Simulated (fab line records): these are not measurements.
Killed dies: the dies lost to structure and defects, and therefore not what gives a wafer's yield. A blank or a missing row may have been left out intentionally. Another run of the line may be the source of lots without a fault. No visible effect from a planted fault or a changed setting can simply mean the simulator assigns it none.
Chamber matching	flow nand-harc	NHARC_P_GATE_STRIP_108 on rie-diel-04: 4 sister chambers
The step strips in O2. 8 wafers are shown with their chamber, then 10 later ones without.

WAFERS, EACH WITH ITS CHAMBER
wafer	chamber	showerhead-plenum-p-Torr (Torr)	drypump-motor-current-A (A)
L086.2	3	3.56	4.9
L087.4	3	3.56	5.0
L087.5	2	3.50	5.6
L090.1	1	3.52	5.8
L090.2	0	3.33	5.6
L090.5	2	3.49	5.7
L089.2	1	3.52	5.9
L089.3	0	3.33	5.6

WAFERS WITHOUT THEIR CHAMBER
wafer	showerhead-plenum-p-Torr (Torr)	drypump-motor-current-A (A)
L089.6	3.56	4.9
L092.2	3.33	5.6
L092.5	3.52	5.8
L092.6	3.49	5.6
L096.2	3.33	5.6
L096.5	3.51	5.9
L096.6	3.33	5.6
L097.3	3.49	5.6
L097.4	3.33	5.6
L097.6	3.55	4.9

WHICH CHAMBER EACH ONE RAN IN
wafer	from the rows above	in truth
L089.6	3	3
L092.2	0	0
L092.5	1	1
L092.6	2	2
L096.2	0	0
L096.5	1	1
L096.6	0	0
L097.3	2	2
L097.4	0	0
L097.6	3	3
Placed correctly: 10 of 10. Number that these rows cannot place: 0. Placed wrongly: 0.
How it was worked out, from the rows above alone: a wafer's distance from a chamber is the root of the sum, over the readings, of the square of ((its reading less the chamber's mean) divided by the reading's scatter). The wafer belongs to the nearest chamber; if the next one is less than 2 further off, it can't be placed. For every chamber, the mean is computed from those of its wafers that are shown. How the scatter is found: for the shown wafers, subtract from each reading the mean of its chamber, square and add these, divide the total by (wafers less chambers), then take the root.
